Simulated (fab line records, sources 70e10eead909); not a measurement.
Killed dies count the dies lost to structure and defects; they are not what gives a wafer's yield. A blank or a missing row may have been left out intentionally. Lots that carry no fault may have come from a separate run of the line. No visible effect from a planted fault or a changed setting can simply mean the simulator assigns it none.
Comparing a struck lot with a sound one | flow nand harc | 14 out of 1302 route steps
Sound: wafers L388.2, L388.4, L388.5. Wafers L381.1, L381.2, L381.3 were the ones struck. The cause comes at the end.
Each step with rows lists, per side, the tool, then ch with its chambers, then its first start. Under that, the readings that differ: sound wafers | struck wafers | difference of the means | sigmas: that difference in standard deviations of wafers without a fault.
alike: same words and numbers on both sides, and readings whose means sit less than 2 such deviations apart. not compared: any withheld reading, any reading some wafer has no value for, any bound like >300 that may hide the same value, and any number with overlapping values for which the record gives no deviation.
A row with sigmas, a row that says differs or no value, or rows on one side alone: a step with any of these is where the two part. When numbers do not overlap yet have no deviation, they are printed without sigmas and do not part them. Lack of a reading on every wafer of one side parts them only where that side has two or more wafers.

NHARC_P_CONTACT_CMP_01: polishes SiO2, target thk 200 nm.
  sound on cmp-04 ch 1,3, day 12 21:45; struck on cmp-04 ch 0,2,3, day 10 00:59
  alike: motor current A
then, 10 steps without rows for these wafers: NHARC_P_CONTACT_SRD_03; NHARC_P_CONTACT_DEHYDRATE_04 (time 120 s); NHARC_P_CONTACT_HMDS_05 (time 30 s); NHARC_P_CONTACT_COAT_33 (time 75 s); NHARC_P_CONTACT_COAT_34 (time 65 s); NHARC_P_CONTACT_COAT_06 (resist thk 90 nm); NHARC_P_CONTACT_SOFTBAKE_07 (time 55 s); NHARC_P_CONTACT_EBR_08; NHARC_P_CONTACT_EXPOSE_09 (exposes mask P CA, target cd 90 nm); NHARC_P_CONTACT_PEB_10 (peb time 65 s).
NHARC_P_CONTACT_DEVELOP_11: develop time 35 s.
  sound on litho track-06 ch 0, day 12 22:00; struck on litho track-04 ch 0, day 10 01:00
  reading              | sound             | struck            | difference | sigmas
  developer temp C (C) | 22.96 23.04 22.96 | 23.73 23.85 23.60 | +0.74      | +6
NHARC_P_CONTACT_CD_MEAS_12 targets a cd of 90 nm.
  sound on cd sem-01 ch 0, day 12 22:34; struck on cd sem-02 ch 0, day 10 01:47
  alike: cd nm
NHARC_END_SORT_01:
  the record has rows for the sound wafers here (prober-01 ch 0, day 32 01:02) and none for the struck ones

## WHERE THEY PART
Last at NHARC_END_SORT_01 as far as this record goes, first at NHARC_P_CONTACT_DEVELOP_11.

WHY: whatever the simulator had introduced
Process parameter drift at NHARC_P_CONTACT_DEVELOP_11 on litho track-04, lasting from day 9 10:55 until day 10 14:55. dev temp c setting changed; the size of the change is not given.
